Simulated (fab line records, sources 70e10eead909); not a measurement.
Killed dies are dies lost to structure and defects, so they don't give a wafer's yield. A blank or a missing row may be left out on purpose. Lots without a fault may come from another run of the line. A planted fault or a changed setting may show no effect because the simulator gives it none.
fab line records | flow nand_harc
record lots=7 wafers=21 last_day=34
route steps=1302 shown A_STAIRCASE@844 END@1302
lots that met no fault: from a run of the same line without faults
start_h: hours from the record's first day to the start of the lot's first wafer shown | wait_h: hours since the lot's step before | " the same as in the row above | L1.1+2: a row that stands for several wafers | - no value, or no start given | * or withheld: withheld | < > ~ a bound
route shown NAME@n: a module of which the file shows steps, and the number in the route of the first | usual: mean/standard deviation of fault-free wafers | same: alike in all rows | chamber/n: place in a boat | sites: the reading at each site | _std_site: their standard deviation | _edge_site: outer sites' mean less inner sites' | radius_mm: how far each site lies from the wafer's centre | mask NAME#n: copy n | behind: the tool/chamber that last shaped the wafer | hold: why the lot was held/for how many hours/how that ended | device: the transistor (n, p or np) that didn't switch | end of line: the same wafers' tests at the end of the route | a step without rows: its recipe alone | killed: dies lost to structure and defects at the first sort, not the wafer's yield | map: a wafer's dies, x killed, . not, _ none there
set.NAME: the setting as run; set.NAME@STEP: as run at that earlier step | model.NAME: the simulator's own value behind a step, which no gauge read
lots at some steps of the route; a table a step, a row a wafer
services: from which hour (start_h, from the record's first day; less than 0 if before it) a tool's chamber was out of use, for how many hours, and why
## steps
# step NHARC_A_STAIRCASE_DEP_417
# recipe target_thk_a=600 step_coverage_pct=20 temp_c=400 target_thk_nm=60 flow_sccm=200 rf_w=450 material=Si3N4
# usual heater_power_w=744/120
# columns lot.wafer tool chamber start_h wait_h heater_power_w
L279.2 pecvd-04 2 426.30 - 826
L279.3 " 0 " " 589
L279.5 " 2 " " 836
L282.2 pecvd-02 2 461.92 - 680
L282.4 " 0 " " 880
L282.5 " 1 " " 745
L283.3 pecvd-03 1 468.55 - 732
L283.1 " 2 " " 932
L283.5 " 2 " " 968
L286.1 pecvd-03 2 490.82 - 983
L286.6 " 2 " " 983
L286.5 " 0 " " 739
L291.3 pecvd-02 0 553.33 - 829
L291.1 " 1 " " 741
L291.4 " 1 " " 730
L295.2 pecvd-04 0 583.11 - 657
L295.1 " 1 " " 753
L295.5 " 0 " " 547
L297.1 pecvd-03 2 648.12 - 905
L297.5 " 0 " " 587
L297.4 " 1 " " 665
# step NHARC_A_STAIRCASE_WET_418
# recipe temp_c=160 target_depth_a=200 chemistry=H3PO4
# step NHARC_A_STAIRCASE_PRECLEAN_419
# recipe time_s=* temp_c=50 bath_age_min=0 chemistry=SC1
# step NHARC_A_STAIRCASE_SRD_421
# step NHARC_A_STAIRCASE_ALD_420
# recipe target_thk_a=200 pulse_time_s=6 ald_cycles=200 temp_c=300 material=SiO2
# usual heater_power_w=462/51 precursor_pulse_height_rel=0.999/0.02
# same pulse_time_s=6
# columns lot.wafer tool chamber start_h wait_h heater_power_w precursor_pulse_height_rel
L279.3 ald_hk-01 2 429.12 - 516 0.990
L279.2 " 0 " " 507 1.008
L279.5 " 2 " " 522 1.011
L282.4 ald_hk-02 2 464.86 - 441 1.018
L282.2 " 3 " " 457 0.946
L282.5 " 1 " " 494 1.033
L283.1 ald_hk-03 0 471.37 - 479 1.005
L283.3 " 1 " " 451 0.977
L283.5 " 0 " " 472 1.019
L286.1 ald_hk-02 3 492.89 - 464 0.998
L286.6 " 1 " " 497 0.988
L286.5 " 2 " " 447 1.007
L291.1 ald_hk-03 1 556.17 - 442 1.006
L291.3 " 2 " " 428 1.021
L291.4 " 3 " " 370 1.048
L295.1 ald_hk-03 2 586.14 - 432 1.022
L295.2 " 3 " " 378 1.012
L295.5 " 0 " " 492 0.982
L297.4 ald_hk-03 3 652.81 - 369 1.002
L297.1 " 0 " " 492 0.986
L297.5 " 0 " " 502 1.003
# step NHARC_A_STAIRCASE_CVD_552
# recipe target_thk_a=400 temp_c=700 pressure_mtorr=300 material=SiNx
# step NHARC_A_STAIRCASE_DEP_151
# recipe target_thk_a=72000 temp_c=400 target_thk_nm=7200 teos_flow_sccm=200 rf_w=500 material=SiO2
# usual heater_power_w=686/130 mfc_precursor_sccm=200.0/0.58
# columns lot.wafer tool chamber start_h wait_h heater_power_w mfc_precursor_sccm
L279.3 pecvd-04 1 437.13 0.5 762 200.0
L279.2 " 2 " " 849 200.7
L279.5 " 2 " " 695 200.8
L282.2 pecvd-03 2 474.28 0.4 1115 200.4
L282.5 " 0 " " 597 200.1
L282.4 " 1 " " 588 200.2
L283.3 pecvd-02 1 479.80 0.5 695 199.6
L283.1 " 2 " " 557 200.7
L283.5 " 1 " " 667 200.4
L286.1 pecvd-03 2 499.10 0.7 1029 198.6
L286.5 " 0 " " 600 200.1
L286.6 " 1 " " 591 199.3
L291.1 pecvd-02 1 564.20 0.5 682 200.4
L291.3 " 2 " " 564 200.2
L291.4 " 0 " " 700 200.0
L295.1 pecvd-04 1 593.92 0.4 605 199.4
L295.2 " 2 " " 703 199.8
L295.5 " 1 " " 580 200.0
L297.1 pecvd-02 2 660.90 0.4 649 199.5
L297.4 " 2 " " 518 199.9
L297.5 " 0 " " 752 200.2
# step NHARC_A_STAIRCASE_ANNEAL_320
# recipe temp_c=750 time_s=1800
# step NHARC_A_STAIRCASE_DEP_322
# recipe target_thk_a=72000 temp_c=400 target_thk_nm=7200 teos_flow_sccm=200 rf_w=500 material=SiO2
# usual heater_power_w=682/120 mfc_precursor_sccm=199.9/0.6
# columns lot.wafer tool chamber start_h wait_h heater_power_w mfc_precursor_sccm
L279.3 pecvd-02 1 448.02 0.2 714 200.1
L279.2 " 2 " " 632 200.1
L279.5 " 1 " " 660 200.7
L282.2 pecvd-02 0 482.26 0.3 878 200.0
L282.4 " 1 " " 658 199.8
L282.5 " 2 " " 517 199.7
L283.1 pecvd-04 1 489.24 0.1 647 198.9
L283.3 " 0 " " 537 198.7
L283.5 " 0 " " 519 199.3
L286.1 pecvd-02 0 505.94 0.1 808 200.2
L286.6 " 0 " " 701 199.8
L286.5 " 2 " " 536 200.7
L291.1 pecvd-02 0 570.37 0.1 800 199.2
L291.3 " 1 " " 793 200.5
L291.4 " 0 " " 710 199.2
L295.2 pecvd-04 2 604.64 0.1 807 200.7
L295.1 " 1 " " 745 200.2
L295.5 " 2 " " 676 199.3
L297.1 pecvd-02 1 668.15 0.1 698 200.1
L297.5 " 1 " " 676 200.6
L297.4 " 0 " " 722 199.4
# step NHARC_A_STAIRCASE_ANNEAL_323
# recipe temp_c=750 time_s=1800
# step NHARC_A_STAIRCASE_DEP_325
# recipe target_thk_a=72000 temp_c=400 target_thk_nm=7200 teos_flow_sccm=200 rf_w=500 material=SiO2
# usual heater_power_w=680/120 mfc_precursor_sccm=200.0/0.59
# columns lot.wafer tool chamber start_h wait_h heater_power_w mfc_precursor_sccm
L279.3 pecvd-03 2 457.60 0.2 1050 200.1
L279.2 " 0 " " 764 200.9
L279.5 " 2 " " 873 199.8
L282.2 pecvd-02 1 492.18 0.1 833 255.0
L282.5 " 2 " " 543 255.7
L282.4 " 0 " " 690 255.9
L283.3 pecvd-02 2 499.37 0.1 638 255.4
L283.1 " 1 " " 792 256.2
L283.5 " 2 " " 527 255.6
L286.1 pecvd-02 0 513.43 0.3 833 256.1
L286.6 " 2 " " 530 256.4
L286.5 " 0 " " 685 255.0
L291.1 pecvd-02 1 577.70 0.1 678 200.1
L291.3 " 2 " " 664 200.3
L291.4 " 2 " " 533 199.7
L295.1 pecvd-02 0 613.17 0.1 923 199.0
L295.2 " 1 " " 711 200.8
L295.5 " 1 " " 688 200.1
L297.1 pecvd-02 0 676.97 0.2 888 200.1
L297.5 " 2 " " 527 200.0
L297.4 " 1 " " 677 200.2
# step NHARC_A_STAIRCASE_ANNEAL_326
# recipe temp_c=750 time_s=1800
# step NHARC_END_SORT_01
# recipe temp_c=25
# usual killed_at_array=58/15 killed_at_other=0.8/1.2 killed_at_periphery=3.5/2.5 killed_dies=62/15 killed_open=3.2/1.7 killed_short=2.4/1.5
# same gross_dies=677
# columns lot.wafer tool chamber start_h wait_h killed_at_array killed_at_other killed_at_periphery killed_dies killed_open killed_short
L279.2 prober-02 0 595.95 2.8 74 2 1 77 2 3
L279.3 prober-02 0 596.76 3.1 88 0 9 97 6 3
L279.5 prober-02 0 598.36 3.7 76 2 5 83 3 2
L282.2 prober-02 0 644.93 2.8 64 2 4 70 3 5
L282.4 prober-02 0 646.54 3.4 54 0 5 59 3 2
L282.5 prober-02 0 647.34 3.7 58 0 8 66 3 3
L286.1 prober-01 0 647.18 2.5 49 1 4 54 6 0
L286.5 prober-01 0 650.37 3.7 41 0 6 47 6 2
L286.6 prober-01 0 651.17 4.0 39 1 6 46 2 0
L283.1 prober-02 0 651.95 2.5 86 1 1 88 2 0
L283.3 prober-02 0 653.53 3.1 98 1 3 102 4 3
L283.5 prober-02 0 655.12 3.7 84 1 2 87 4 1
L291.1 prober-02 0 723.47 2.5 89 0 1 90 2 3
L291.3 prober-02 0 725.09 3.1 67 2 3 72 4 3
L291.4 prober-02 0 725.90 3.4 72 0 4 76 0 4
L295.1 prober-01 0 761.60 2.5 70 0 3 73 5 4
L295.2 prober-01 0 762.40 2.8 55 2 5 62 7 2
L295.5 prober-01 0 764.81 3.7 60 1 1 62 2 2
# killed by level:class
L279.2 A_CHANNEL_HOLE_D1:chamber_film_flake=28 A_CHANNEL_HOLE_D2:chamber_film_flake=27 A_SLIT:chamber_film_flake=11 A_CONTACT:chamber_film_flake=2 THIN_TSV:chamber_film_flake=2 P_M0:geometric_particle:short=1 A_SOURCE_PLATE:geometric_particle:short=1 A_ONON_D1:geometric_particle:open=1
L279.3 A_CHANNEL_HOLE_D2:chamber_film_flake=31 A_CHANNEL_HOLE_D1:chamber_film_flake=29 A_SLIT:chamber_film_flake=21 A_CONTACT:chamber_film_flake=3 P_GATE:geometric_particle:open=2 P_M2:geometric_particle:open=2 A_CHANNEL_FILL_D1:chamber_film_flake=2 P_GATE:geometric_particle:short=1
L279.5 A_SLIT:chamber_film_flake=24 A_CHANNEL_HOLE_D2:chamber_film_flake=22 A_CHANNEL_HOLE_D1:chamber_film_flake=19 A_STAIRCASE:chamber_film_flake=4 P_ZERO_WELL:chamber_film_flake=2 A_DECK1_JOINT:chamber_film_flake=2 THIN_TSV:chamber_film_flake=2 P_GATE:geometric_particle:open=1
L282.2 A_CHANNEL_HOLE_D2:chamber_film_flake=32 A_CONTACT:chamber_film_flake=9 A_STAIRCASE:chamber_film_flake=8 A_SLIT:chamber_film_flake=3 P_ZERO_WELL:chamber_film_flake=2 A_CHANNEL_FILL_D2:chamber_film_flake=2 THIN_TSV:chamber_film_flake=2 A_M1:chamber_film_flake=2
L282.4 A_CHANNEL_HOLE_D2:chamber_film_flake=32 A_CONTACT:chamber_film_flake=8 A_STAIRCASE:chamber_film_flake=6 P_ZERO_WELL:chamber_film_flake=3 A_SLIT:chamber_film_flake=3 P_M0:geometric_particle:open=2 A_CHANNEL_HOLE_D1:chamber_film_flake=2 A_CHANNEL_HOLE_D1:geometric_particle:short=1
L286.1 A_SLIT:chamber_film_flake=30 A_CHANNEL_HOLE_D1:chamber_film_flake=6 P_M2:chamber_film_flake=2 A_DECK1_JOINT:chamber_film_flake=2 A_STAIRCASE:chamber_film_flake=2 A_CONTACT:chamber_film_flake=2 A_M0:chamber_film_flake=2 P_CONTACT:geometric_particle:open=1
L282.5 A_CHANNEL_HOLE_D2:chamber_film_flake=31 A_STAIRCASE:chamber_film_flake=8 A_CHANNEL_HOLE_D1:chamber_film_flake=5 P_ZERO_WELL:chamber_film_flake=3 P_BONDPAD:chamber_film_flake=3 A_CONTACT:chamber_film_flake=3 A_M1:chamber_film_flake=3 A_ONON_D2:geometric_particle:short=2
L286.5 A_SLIT:chamber_film_flake=28 P_M2:chamber_film_flake=3 A_CHANNEL_FILL_D2:geometric_particle:open=2 A_STAIRCASE:chamber_film_flake=2 A_WL_FILL:chamber_film_flake=2 P_GATE:geometric_particle:open=1 P_CONTACT:geometric_particle:short=1 P_M0:geometric_particle:open=1
L286.6 A_SLIT:chamber_film_flake=19 A_CHANNEL_HOLE_D1:chamber_film_flake=9 A_CONTACT:chamber_film_flake=5 P_M2:chamber_film_flake=3 P_M1:chamber_film_flake=2 A_STAIRCASE:chamber_film_flake=2 P_M0:geometric_particle:open=1 A_CHANNEL_FILL_D2:geometric_particle:open=1
L283.1 A_CHANNEL_HOLE_D1:chamber_film_flake=39 A_SLIT:chamber_film_flake=28 A_CHANNEL_HOLE_D2:chamber_film_flake=7 A_CONTACT:chamber_film_flake=3 A_DECK1_JOINT:chamber_film_flake=2 A_STAIRCASE:chamber_film_flake=2 A_BONDPAD:chamber_film_flake=2 A_CHANNEL_FILL_D1:geometric_particle:open=1
L283.3 A_SLIT:chamber_film_flake=34 A_CHANNEL_HOLE_D1:chamber_film_flake=30 A_CHANNEL_HOLE_D2:chamber_film_flake=15 A_CONTACT:chamber_film_flake=5 A_STAIRCASE:chamber_film_flake=3 A_BONDPAD:chamber_film_flake=3 P_GATE:geometric_particle:open=1 P_CONTACT:geometric_particle:short=1
L283.5 A_CHANNEL_HOLE_D1:chamber_film_flake=35 A_SLIT:chamber_film_flake=30 A_STAIRCASE:chamber_film_flake=5 A_CHANNEL_HOLE_D2:chamber_film_flake=4 A_CHANNEL_FILL_D2:geometric_particle:open=2 A_WL_FILL:chamber_film_flake=2 A_BONDPAD:chamber_film_flake=2 A_CONTACT:geometric_particle:open=1
L291.1 A_SLIT:chamber_film_flake=41 A_CHANNEL_HOLE_D1:chamber_film_flake=34 A_SGD_CUT:chamber_film_flake=3 A_CHANNEL_FILL_D2:chamber_film_flake=2 A_WL_FILL:chamber_film_flake=2 A_BONDPAD:chamber_film_flake=2 A_CHANNEL_HOLE_D1:geometric_particle:short=1 A_CHANNEL_FILL_D1:geometric_particle:open=1
L291.3 A_CHANNEL_HOLE_D1:chamber_film_flake=29 A_SLIT:chamber_film_flake=23 A_STAIRCASE:chamber_film_flake=3 A_ONON_D1:geometric_particle:open=2 A_CHANNEL_FILL_D2:chamber_film_flake=2 A_BONDPAD:chamber_film_flake=2 THIN_TSV:chamber_film_flake=2 P_M1:geometric_particle:short=1
L291.4 A_SLIT:chamber_film_flake=36 A_CHANNEL_HOLE_D1:chamber_film_flake=30 P_CONTACT:geometric_particle:short=1 P_M0:geometric_particle:short=1 A_DECK1_JOINT:geometric_particle:short=1 A_CHANNEL_FILL_D2:geometric_particle:short=1 P_STI:chamber_film_flake=1 P_GATE:chamber_film_flake=1
L295.1 A_CHANNEL_HOLE_D2:chamber_film_flake=26 A_CHANNEL_HOLE_D1:chamber_film_flake=12 A_CONTACT:chamber_film_flake=11 A_SLIT:chamber_film_flake=4 A_STAIRCASE:chamber_film_flake=3 A_WL_FILL:chamber_film_flake=3 A_WL_FILL:geometric_particle:short=2 P_GATE:chamber_film_flake=2
L295.2 A_CHANNEL_HOLE_D2:chamber_film_flake=22 A_CHANNEL_HOLE_D1:chamber_film_flake=9 A_CONTACT:chamber_film_flake=9 A_SLIT:chamber_film_flake=4 A_CHANNEL_FILL_D1:chamber_film_flake=3 P_M0:geometric_particle:open=2 THIN_TSV:chamber_film_flake=2 A_STAIRCASE:chamber_film_flake=2
L295.5 A_CHANNEL_HOLE_D2:chamber_film_flake=24 A_CHANNEL_HOLE_D1:chamber_film_flake=11 A_SLIT:chamber_film_flake=8 A_CONTACT:chamber_film_flake=8 A_WL_FILL:chamber_film_flake=3 A_CHANNEL_FILL_D1:geometric_particle:short=2 A_ZERO_WELL:chamber_film_flake=2 P_CONTACT:geometric_particle:open=1
## services
# columns tool chamber start_h hours kind
pecvd-02 - 408.35 13.0 pm
pecvd-02 0 408.35 13.0 vent_cycle
pecvd-02 1 408.35 13.0 vent_cycle
pecvd-02 2 408.35 13.0 vent_cycle
pecvd-02 0 421.35 - clean
pecvd-02 1 421.35 - clean
pecvd-02 2 421.35 - clean
pecvd-04 - 450.00 13.0 pm
ald_hk-01 - 474.09 10.0 pm
pecvd-03 - 501.58 6.1 repair
pecvd-02 - 515.73 1.5 repair
pecvd-03 1 522.78 4.3 repair
pecvd-04 - 525.46 1.0 repair
ald_hk-02 - 528.66 10.0 pm
pecvd-04 - 533.62 0.5 repair
pecvd-03 - 547.24 13.0 pm
ald_hk-03 - 570.32 10.0 pm
pecvd-02 - 589.35 13.0 pm
pecvd-02 0 589.35 13.0 vent_cycle
pecvd-02 1 589.35 13.0 vent_cycle
pecvd-04 - 605.56 0.6 repair
pecvd-04 - 631.00 13.0 pm
ald_hk-03 - 639.11 0.8 repair
ald_hk-01 - 652.09 10.0 pm
## key
first_sign step=NHARC_A_STAIRCASE_DEP_325 reading=mfc_precursor_sccm direction=up sigmas=94 usual=200.0 struck=255.7
effect none on later readings
met_at NHARC_A_STAIRCASE_DEP_325
struck_wafers L282.2,L282.4,L282.5,L283.1,L283.3,L283.5,L286.1,L286.5,L286.6
tester_left_out L282,L283,L286
fault kind=process_parameter_drift tool=pecvd-02 chamber=- onset_h=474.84 steps=NHARC_A_STAIRCASE_DEP_325 channel=teos_flow_sccm offset=* shape=step end_h=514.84 acts_in=* stated=*
# tester_left_out: of these lots the tester's yield and bins aren't shown, on N5 and GAA mostly nor the transistor test; their killed dies are dies lost to structure and defects alone, not to doping, threshold or leakage, so they don't give the yield
